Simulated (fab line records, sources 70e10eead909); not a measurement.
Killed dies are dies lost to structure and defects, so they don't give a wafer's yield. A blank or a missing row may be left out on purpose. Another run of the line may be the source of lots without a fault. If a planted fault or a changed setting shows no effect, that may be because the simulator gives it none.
Code-filled problem report in 8D (eight disciplines) form | flow nand harc | the parts of the form that need people (team, actions taken, sign-off) are left out

1. THE PROBLEM
thk nm at NHARC_A_ONON_D1_THK_MEAS_11 reads a mean of 1538 nm on 5 wafers of 3 lots; wafers without a fault read 1003 nm with a standard deviation of 6.4. That is +84 standard deviations from the usual mean.
The step: measures by ellipsometry.
The first sign was on wafer L142.4 at day 8 14:56, on film metro-02. At this step, 39 wafers from 14 lots have a number in the record. The rule behind "out" and "out of limits": a value lying over 4 standard deviations away from the usual mean. The rest of the wafers with a number are treated as sound.

2. WHAT IT IS; WHAT IT IS NOT
question                    | is                                     | is not
which readings at this step | thk nm                                 | -
which lots                  | L142, L144, L146                       | L137, L138, L139, L140, L152, L153, L155, L157, L158, L159, L160
which wafers of those lots  | L142.4, L142.5, L144.5, L146.4, L146.5 | L144.6
read on which gauges        | film metro-02                          | film metro-01
when                        | from day 8 14:56                       | up to then (12 sound wafers); but 22 sound wafers of L144, L152, L153, L155, L157, L158, L159, L160 came after

3. WHAT RULES OUT EACH SUSPECT
Counting: if a tool at a process step up to the reading ran every lot that is out, it stays a suspect. Sound lots after the first of them don't rule it out here, since some wafers of a struck lot are sound.
- the gauge at NHARC_A_ONON_D1_THK_MEAS_11: ruled out. All the wafers that are out were read on film metro-02, but those of them that NHARC_END_SORT_01 has rows for are out there too, on other tools.
- pecvd onon-03 at NHARC_A_ONON_D1_DEP_09 (target thk 1000 nm): kept. Ran every lot that is out, first one L142 (day 8 14:35); last sound lot up to then L139 (day 8 08:52).
The count leaves pecvd onon-03 at NHARC_A_ONON_D1_DEP_09.

4. THE CAUSE (what the simulator had put in)
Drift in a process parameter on pecvd onon-03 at NHARC_A_ONON_D1_DEP_09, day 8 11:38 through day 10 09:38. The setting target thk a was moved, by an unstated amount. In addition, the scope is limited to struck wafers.
Only this tool survived the counting.

5. THE EFFECT CHAIN, in route order
One row per reading whose mean, taken over the struck wafers that have a number, lies over 3 standard deviations from the usual. Readings are gone through only where the record gives a usual standard deviation; hours: the median, over the lots, of the time from a lot's start at the first step in this table giving one to that lot's start at this step; sigmas: the change measured in usual standard deviations.
hours | step                        | reading         | usual   | on struck wafers | change | sigmas
0     | NHARC_A_ONON_D1_THK_MEAS_11 | thk nm          | 1003 nm | 1538             | +535   | +84
286   | NHARC_END_SORT_01           | killed at array | 28      | 674              | +646   | +59
286   | NHARC_END_SORT_01           | killed dies     | 31      | 677              | +646   | +54

6. WHAT WOULD HAVE CAUGHT IT SOONER
3 hours passed between the start of the fault at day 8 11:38 and the first reading out of limits at a measuring or inspecting step in this record, taken at day 8 14:56.
Lots out: 3; of these, L144, L146 started NHARC_A_ONON_D1_DEP_09 on pecvd onon-03 after day 8 14:56. A hold on the tool at that time would have spared those 2.
